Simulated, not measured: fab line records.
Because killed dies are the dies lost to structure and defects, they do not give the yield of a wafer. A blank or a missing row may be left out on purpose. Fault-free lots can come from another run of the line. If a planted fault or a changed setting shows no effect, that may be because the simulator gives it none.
fab line records	flow n5_finfet
record: lots: 6	wafers: 16	last_day: 17
route steps=1938 shown BEOL_M8@1338
lots untouched by any fault: they come from a run of this same line in which no faults occurred
start_h: hours from the record's opening day to when the first of the lot's shown wafers began	wait_h: how many hours have passed since the lot's step before this one	" identical to the entry in the row above	L1.1+2: one row covering several wafers at once	- no value present, or no start provided	* or withheld: withheld	< > ~ a bound
route shown NAME@n: a module of which the file shows steps, and the number in the route of the first	usual: the fault-free wafers' mean and standard deviation	same: alike in all rows	chamber/n: place in a boat	sites: the reading at each site	_std_site: standard deviation across them	_edge_site: outer sites' mean less inner sites'	radius_mm: for every site, how far away it sits from the centre of the wafer	mask NAME#n: copy n	behind: the most recent tool/chamber to have shaped the wafer	hold: reason for holding the lot/hours on hold/outcome of the hold	device: the n, p or np transistor that did not switch	end of line: tests run on the same wafers once the route is complete	a step with no rows: only its recipe	killed: count of dies lost to structure and defects at first sort (not the wafer's yield)	map: shows each die of a wafer: x if killed, . if not, _ if none is there
set.NAME: the setting as run; set.NAME@STEP: as run at that earlier step	model.NAME: the simulator's own value behind a step, which no gauge read
lots at some steps of the route; a table a step, a row a wafer
services: from which hour (start_h, from the record's first day; less than 0 if before it) a tool's chamber was out of use, for how many hours, and why
== steps ==
step: N5_BEOL_M8_COAT_60
recipe: resist: SiARC	temp_c: 220	time_s: 60	spin_rpm: 1500	resist_thk_nm: 35
step: N5_BEOL_M8_COAT_05
recipe: resist: CAR-ArF	spin_rpm: 1500	resist_thk_nm: 90
step: N5_BEOL_M8_EBR_07
recipe: solvent: PGMEA	ebr_width_mm: 1.5
step: N5_BEOL_M8_SOFTBAKE_06
recipe: temp_c: 110	time_s: 60	resist: CAR-ArF
step: N5_BEOL_M8_EXPOSE_08
recipe: mask_id: M8	na: 1.35	source_shape: dipole	sigma_inner: 0.817	sigma_outer: 0.97	polarization: te	dose_mj: 68.25
step: N5_BEOL_M8_PEB_09
recipe: peb_temp_c: withheld	peb_time_s: 60	resist: CAR-ArF
step: N5_BEOL_M8_DEVELOP_10
recipe: develop_time_s: 30	developer: TMAH	resist: CAR-ArF	rinse_liquid: diw	dry: air_spin	dev_temp_c: 23
step: N5_BEOL_M8_CD_MEAS_11
recipe: target_cd_nm: 38.5	landing_energy_ev: 500	detector: se_inlens	polarity: opening
usual: cd_nm: 38.5/0.57
lot.wafer	tool	chamber	start_h	wait_h	cd_nm
L857.1	cd_sem-01	0	234.37	-	39.6
L857.5	"	0	"	"	39.3
L857.6	"	0	"	"	39.7
L859.2	cd_sem-02	0	237.37	-	39.2
L859.3	"	0	"	"	38.9
L859.4	"	0	"	"	38.7
L867.1	cd_sem-02	0	294.73	-	39.2
L867.2	"	0	"	"	38.9
L867.6	"	0	"	"	38.4
L866.2	cd_sem-01	0	294.90	-	38.6
L866.3	"	0	"	"	38.6
L869.1	cd_sem-03	0	311.99	-	39.0
L869.2	"	0	"	"	39.1
L872.1	cd_sem-01	0	327.52	-	38.1
L872.2	"	0	"	"	37.9
L872.4	"	0	"	"	38.0
step: N5_BEOL_M8_OVL_MEAS_12
recipe: points_per_wafer: 44
usual: M8_OVL: -0.3/0.76
lot.wafer	tool	chamber	start_h	wait_h	M8_OVL[nm]
L857.1	overlay-01	0	234.40	0.0	-0.6
L857.5	"	0	"	"	-1.2
L857.6	"	0	"	"	-0.4
L859.2	overlay-01	0	237.40	0.0	-1.0
L859.3	"	0	"	"	0.2
L859.4	"	0	"	"	-0.7
L867.1	overlay-01	0	294.76	0.0	-0.3
L867.2	"	0	"	"	-0.8
L867.6	"	0	"	"	0.2
L866.2	overlay-02	0	294.93	0.0	-0.3
L866.3	"	0	"	"	-1.2
L869.1	overlay-02	0	312.02	0.0	-0.1
L869.2	"	0	"	"	0.5
L872.1	overlay-01	0	327.55	0.0	0.0
L872.2	"	0	"	"	0.6
L872.4	"	0	"	"	0.5
step: N5_BEOL_M8_INSPECT_13
recipe: mode: adi	inspect_instrument: brightfield
usual: raw_defect_count: 446/98
lot.wafer	tool	chamber	start_h	wait_h	raw_defect_count
L857.1	defect_inspect-02	-	234.42	0.0	614
L857.5	"	-	"	"	463
L857.6	"	-	"	"	526
L859.2	defect_inspect-02	-	237.42	0.0	497
L859.3	"	-	"	"	508
L859.4	"	-	"	"	400
L867.1	defect_inspect-01	-	294.78	0.0	362
L867.2	"	-	"	"	381
L867.6	"	-	"	"	362
L866.2	defect_inspect-02	-	294.96	0.0	462
L866.3	"	-	"	"	545
L869.1	defect_inspect-01	-	312.05	0.0	696
L869.2	"	-	"	"	691
L872.1	defect_inspect-02	-	327.58	0.0	481
L872.2	"	-	"	"	537
L872.4	"	-	"	"	568
step: N5_BEOL_M8_DESCUM_16
recipe: chemistry: O2	time_s: 7.9	source_power_w: 50	bias_power_w: 20	pressure_mtorr: 20	rf_frequency_hz: 2.712e+07	temp_c: 40	resist: CAR-ArF	o2_flow_sccm: 225
usual: drypump_motor_current_A: 5.5/0.52	oes_product_au: 0.78/0.079	rf_vpp_V: 243.2/1.5	showerhead_plenum_p_Torr: 2.09/0.088	temp_c: 40.00/0.11	throttle_valve_pct: 20.47/0.22
lot.wafer	tool	chamber	start_h	wait_h	drypump_motor_current_A	oes_product_au	rf_hours_counter_h	rf_vpp_V	showerhead_plenum_p_Torr	temp_c	throttle_valve_pct
L857.1	rie_diel-06	2	234.47	0.0	5.3	0.73	203	242.2	2.07	39.91	20.60
L857.5	"	0	"	"	4.8	0.74	-	242.3	1.99	40.01	20.39
L857.6	"	3	"	"	4.9	0.93	-	244.3	2.23	39.97	20.42
L859.2	rie_diel-04	0	237.71	0.3	5.7	0.67	232	243.5	2.14	39.87	20.37
L859.3	"	3	"	"	5.1	0.75	146	243.6	2.08	40.03	20.58
L859.4	"	1	"	"	5.8	0.74	199	241.7	1.98	40.26	20.28
L867.1	rie_diel-04	2	294.81	0.0	6.3	0.81	97	241.4	2.04	40.14	20.74
L867.2	"	3	"	"	5.0	0.72	167	243.6	2.08	40.03	20.61
L867.6	"	3	"	"	5.0	0.74	-	243.1	2.08	40.17	20.62
L866.2	rie_diel-06	0	294.99	0.0	4.8	0.73	199	241.8	1.99	40.05	20.41
L866.3	"	2	"	"	5.3	0.71	227	243.4	2.06	40.11	20.64
L869.1	rie_diel-06	3	312.62	0.6	4.9	0.88	49	243.6	2.22	39.97	20.47
L869.2	"	2	"	"	5.3	0.70	233	242.3	2.06	40.01	20.66
L872.1	rie_diel-04	1	327.61	0.0	5.8	0.71	232	241.5	1.97	39.99	20.30
L872.2	"	2	"	"	6.3	0.80	109	241.1	2.03	39.83	20.78
L872.4	"	0	"	"	5.7	0.97	-	243.6	2.13	40.02	20.09
step: N5_BEOL_M8_ETCH_61
recipe: chemistry: CF4	target: SiARC	target_depth_a: 455	mask_material: CAR-ArF	time_s: 75.8	ion_energy_ev: 80	pressure_mtorr: 40	source_w: 545	bias_w: 36	Ar_flow_sccm: 100	cf4_flow_sccm: 100	ends: cleared
usual: drypump_motor_current_A: 5.5/0.53	etch_rf_on_time_s: 75.7/2	mfc_ar_sccm: 100.0/0.31	oes_product_au: 0.67/0.068	rf_vpp_V: 184.1/1.3	showerhead_plenum_p_Torr: 2.14/0.084	throttle_valve_pct: 15.67/0.22
lot.wafer	tool	chamber	start_h	wait_h	drypump_motor_current_A	etch_rf_on_time_s	mfc_ar_sccm	oes_product_au	rf_hours_counter_h	rf_vpp_V	showerhead_plenum_p_Torr	throttle_valve_pct
L857.1	rie_diel-06	2	234.50	0.0	5.3	73.4	99.5	0.63	203	182.7	2.11	15.82
L857.5	"	0	"	"	4.8	75.5	99.7	0.63	-	183.8	2.05	15.68
L857.6	"	3	"	"	4.9	72.5	100.4	0.81	-	185.7	2.27	15.48
L859.2	rie_diel-04	0	237.74	0.0	5.8	78.6	99.6	0.58	232	185.2	2.19	15.68
L859.3	"	3	"	"	5.1	74.2	100.1	0.64	146	185.4	2.15	15.78
L859.4	"	1	"	"	5.8	76.4	99.9	0.62	199	182.7	2.03	15.49
L867.1	rie_diel-04	2	294.85	0.0	6.3	75.1	99.7	0.68	97	183.8	2.08	15.84
L867.2	"	3	"	"	5.1	76.4	99.8	0.63	167	181.7	2.14	15.83
L867.6	"	3	"	"	5.1	76.5	100.1	0.62	-	186.1	2.14	15.83
L866.2	rie_diel-06	0	295.03	0.0	4.8	75.4	100.3	0.62	199	182.3	2.05	15.73
L866.3	"	2	"	"	5.3	74.2	99.9	0.60	227	184.0	2.10	15.88
L869.1	rie_diel-06	3	312.66	0.0	4.8	73.3	100.1	0.76	49	184.3	2.26	15.54
L869.2	"	2	"	"	5.3	74.4	100.0	0.60	233	183.8	2.10	15.87
L872.1	rie_diel-04	1	327.64	0.0	5.8	76.8	100.0	0.60	232	183.1	2.02	15.57
L872.2	"	2	"	"	6.3	73.9	99.4	0.69	109	181.7	2.08	15.85
L872.4	"	0	"	"	5.7	75.5	100.1	0.82	-	185.0	2.18	15.24
step: N5_BEOL_M8_ETCH_62
recipe: chemistry: N2/H2	target: SOC	target_depth_a: 1100	overetch_a: 220	mask_material: SiARC	temp_c: 40	time_s: 165	ion_energy_ev: 200	pressure_mtorr: 30	source_w: 840	bias_w: 150	n2_flow_sccm: 200	h2_flow_sccm: 200
usual: drypump_motor_current_A: 5.5/0.53	oes_product_au: 0.66/0.066	rf_vpp_V: 523.9/2.9	showerhead_plenum_p_Torr: 2.55/0.11	temp_c: 40.00/0.11	throttle_valve_pct: 17.91/0.2
lot.wafer	tool	chamber	start_h	wait_h	drypump_motor_current_A	oes_product_au	rf_hours_counter_h	rf_vpp_V	showerhead_plenum_p_Torr	temp_c	throttle_valve_pct	model.SiARC_of_BEOL_M8_COAT_60.thk_nm
L857.1	rie_diel-06	2	234.56	0.0	5.3	0.61	204	524.3	2.52	39.87	18.11	28.4
L857.5	"	0	"	"	4.8	0.63	-	522.3	2.42	40.13	17.69	28.6
L857.6	"	3	"	"	4.8	0.78	-	528.4	2.71	40.04	17.88	28
L859.2	rie_diel-04	0	237.80	0.0	5.7	0.58	232	525.6	2.62	40.04	18.05	28.6
L859.3	"	3	"	"	5.1	0.63	147	522.5	2.53	39.98	17.92	28.2
L859.4	"	1	"	"	5.8	0.62	199	520.6	2.43	39.88	17.84	28.4
L867.1	rie_diel-04	2	294.91	0.0	6.3	0.68	97	520.9	2.46	40.05	18.02	28.2
L867.2	"	3	"	"	5.1	0.63	167	525.1	2.53	39.92	17.97	28.4
L867.6	"	3	"	"	5.1	0.63	-	523.5	2.53	40.03	17.96	28.4
L866.2	rie_diel-06	0	295.08	0.0	4.8	0.65	199	520.5	2.41	39.95	17.75	28.8
L866.3	"	2	"	"	5.3	0.59	227	522.8	2.51	39.94	18.17	28.2
L869.1	rie_diel-06	3	312.71	0.0	4.9	0.78	49	528.7	2.70	40.10	17.93	28.4
L869.2	"	2	"	"	5.3	0.62	233	523.2	2.51	39.80	18.19	28.6
L872.1	rie_diel-04	1	327.70	0.0	5.9	0.60	232	520.4	2.42	40.02	17.90	28.4
L872.2	"	2	"	"	6.3	0.67	109	522.1	2.46	40.02	18.04	28.2
L872.4	"	0	"	"	5.8	0.81	-	524.7	2.61	39.93	17.68	28.4
step: N5_BEOL_M8_STRIP_68
recipe: chemistry: N2/H2	temp_c: 40	n2_flow_sccm: 200	h2_flow_sccm: 200	rf_frequency_hz: 6e+07
== services ==
tool	chamber	start_h	hours	kind
rie_diel-04	-	212.56	0.5	repair
rie_diel-06	-	216.71	2.8	pm
rie_diel-04	0	224.29	7.6	repair
rie_diel-04	-	228.63	2.8	pm
rie_diel-06	3	258.82	2.4	repair
rie_diel-04	0	292.44	-	clean
rie_diel-04	0	292.44	-	consumable_replace:focus_ring
rie_diel-04	0	292.44	17.5	scheduled_down
rie_diel-04	0	292.44	17.5	vent_cycle
rie_diel-04	3	323.85	12.5	repair
== key ==
first_sign none at tools or gauges
model_effect: step: N5_BEOL_M8_ETCH_62	value: SiARC_of_BEOL_M8_COAT_60.thk_nm	without: 28.2	struck: 28.6
met_at N5_BEOL_M8_ETCH_62
struck_wafers L866.2,L869.1,L869.2
onset_between 234.56 295.08
fault: kind: process_parameter_drift	tool: rie_diel-06	chamber: -	onset_h: 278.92	steps: N5_BEOL_M8_ETCH_62	channel: time_s	offset: *	shape: step	end_h: 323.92	scope: struck_wafers_only	acts_in: *	stated: *
